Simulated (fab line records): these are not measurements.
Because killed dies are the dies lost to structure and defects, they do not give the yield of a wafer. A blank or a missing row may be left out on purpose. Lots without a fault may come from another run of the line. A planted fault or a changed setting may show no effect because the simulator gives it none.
Comparing a struck lot with a sound one :: flow nandHarc :: 26 out of 1302 route steps
Sound: these wafers, L503.2, L503.4, L503.5. Struck: wafers L516.2, L516.3, L516.5. At the end, the cause is stated.
Each step with rows lists, per side, the tool, then ch with its chambers, then its first start. Under that, the readings that differ: sound wafers :: struck wafers :: difference of the means :: sigmas: that difference in standard deviations of wafers without a fault.
alike: words and numbers the same on both sides, and readings whose means are apart by under 2 such deviations; not compared: readings that were withheld, readings missing a value for some wafer, numbers with overlapping values and no deviation given by the record, and bounds like >300 which may hide the same value.
A row with sigmas, a row that says differs or no value, or rows on one side alone: a step with any of these is where the two part. Non-overlapping numbers with no deviation appear without sigmas and do not part them. A reading missing from all wafers of one side parts the sides only when that side holds two or more wafers.

first, 12 steps without rows for these wafers: NHARC_P_STI_ETCH_26 (etches SiO2 in dHF, target depth 11 nm); NHARC_P_STI_PRECLEAN_27 (cleans in SC1); NHARC_P_STI_SRD_28; NHARC_P_STI_OXIDE_29 (material SiO2, target thk 10 nm, ox time 1362 s); NHARC_P_STI_HM_DEP_30 (deposits Si3N4, target thk 80 nm, time 873 s); NHARC_P_STI_DEHYDRATE_01 (time 120 s); NHARC_P_STI_HMDS_02 (time 30 s); NHARC_P_STI_COAT_41 (time 65 s); NHARC_P_STI_COAT_03 (resist thk 600 nm); NHARC_P_STI_SOFTBAKE_04 (time 70 s); NHARC_P_STI_EBR_05; NHARC_P_STI_EXPOSE_06 (exposes mask P STI, target cd 200 nm).
NHARC_P_STI_PEB_07: peb time 80 s.
  sound on lithoTrack-05 ch 0, day 4 09:41; struck on lithoTrack-07 ch 0, day 9 21:44
reading: plateTempC (C)
sound: 128.14 128.19 128.01
struck: 128.66 128.86 128.79
difference: +0.66
sigmas: +5
then, 1 step without rows for these wafers: NHARC_P_STI_DEVELOP_08 (time 50 s).
NHARC_P_STI_CD_MEAS_09: the cd target is 200 nm.
  sound on cdSem-01 ch 0, day 4 09:47; struck on cdSem-02 ch 0, day 9 21:49
reading: cdNm (nm)
sound: 202.3 199.7 203.2
struck: 206.5 206.9 207.9
difference: +5.4
sigmas: +3
NHARC_P_STI_OVL_MEAS_10:
  struck on overlay-02, day 9 21:55; sound on overlay-01, day 4 09:52
  alike: overlayXNm, overlayYNm
NHARC_P_STI_INSPECT_11:
  struck on defectInspect-01, day 9 21:57; sound on defectInspect-01, day 4 09:54
  alike: rawDefectCount
then, 1 step without rows for these wafers: NHARC_P_STI_HARDBAKE_13 (time 65 s).
NHARC_P_STI_DESCUM_14: chemistry O2, time 3 s.
  sound on rieDiel-01 ch 2,3, day 4 10:02; struck on rieDiel-12 ch 0,3, day 9 22:05
reading: model.P_STI.cdNm (nm)
sound: 202.6 200.6 203.5
struck: 206.3 207.5 208.6
difference: +5.2
sigmas: 
  alike: drypumpMotorCurrentA, mfcArSccm, oesProductAu, rfVppV, showerheadPlenumPTorr, throttleValvePct
  not compared: rfHoursCounterH
NHARC_P_STI_ETCH_42: etches the open film in N2/H2, target depth 80 nm, overetch 24 nm, time 61 s.
  sound on rieDiel-01 ch 1,2,3, day 4 10:08; struck on rieDiel-12 ch 1,2, day 9 22:10
  alike: drypumpMotorCurrentA, mfcArSccm, oesProductAu, rfFwdPowerW, rfVppV, showerheadPlenumPTorr, throttleValvePct
  not compared: rfHoursCounterH
NHARC_P_STI_ETCH_31: etches the open film in CF4/CHF3, target depth 108.9 nm, time 54.5 s.
  sound: rieDiel-01 ch 1,2,3; struck: rieDiel-12 ch 0,2
  alike: drypumpMotorCurrentA, oesProductAu, rfFwdPowerW, rfVppV, showerheadPlenumPTorr, throttleValvePct
  not compared: rfHoursCounterH
NHARC_P_STI_ETCH_15: etches the open film in HBr/Cl2, target depth 300 nm, time 100.1 s.
  sound on rieSi-02 ch 0,1,2, day 4 10:20; struck on rieSi-03 ch 1,2, day 9 22:21
reading: model.P_STI.cdNm (nm)
sound: 201.3 200 202
struck: 207.6 208.3 209.7
difference: +7.4
sigmas: 
  alike: drypumpMotorCurrentA, oesProductAu, rfFwdPowerW, throttleValvePct
  not compared: rfHoursCounterH
NHARC_P_STI_CD_MEAS_16:
  struck on cdSem-03, day 9 22:31; sound on cdSem-02, day 4 10:29
reading: cdNm (nm)
sound: 201.4 200.0 201.8
struck: 207.5 208.5 209.3
difference: +7.4
sigmas: +4
NHARC_P_STI_OCD_MEAS_17:
  struck on ocd-02, day 9 22:36; sound on ocd-02, day 4 10:34
reading: trenchFootCdNm (nm)
sound: 160.0 158.2 160.8
struck: 164.1 165.2 166.0
difference: +5.4
sigmas: +3
  alike: trenchDepthNm
then, 2 steps without rows for these wafers: NHARC_P_STI_STRIP_19 (strips in SPM, time 900 s); NHARC_END_SORT_01.

WHERE THEY PART
At NHARC_P_STI_PEB_07 first; at NHARC_P_STI_OCD_MEAS_17 last (within this record only).

WHY: whatever the simulator had introduced
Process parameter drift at NHARC_P_STI_PEB_07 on lithoTrack-07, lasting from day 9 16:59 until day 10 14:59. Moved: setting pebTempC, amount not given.
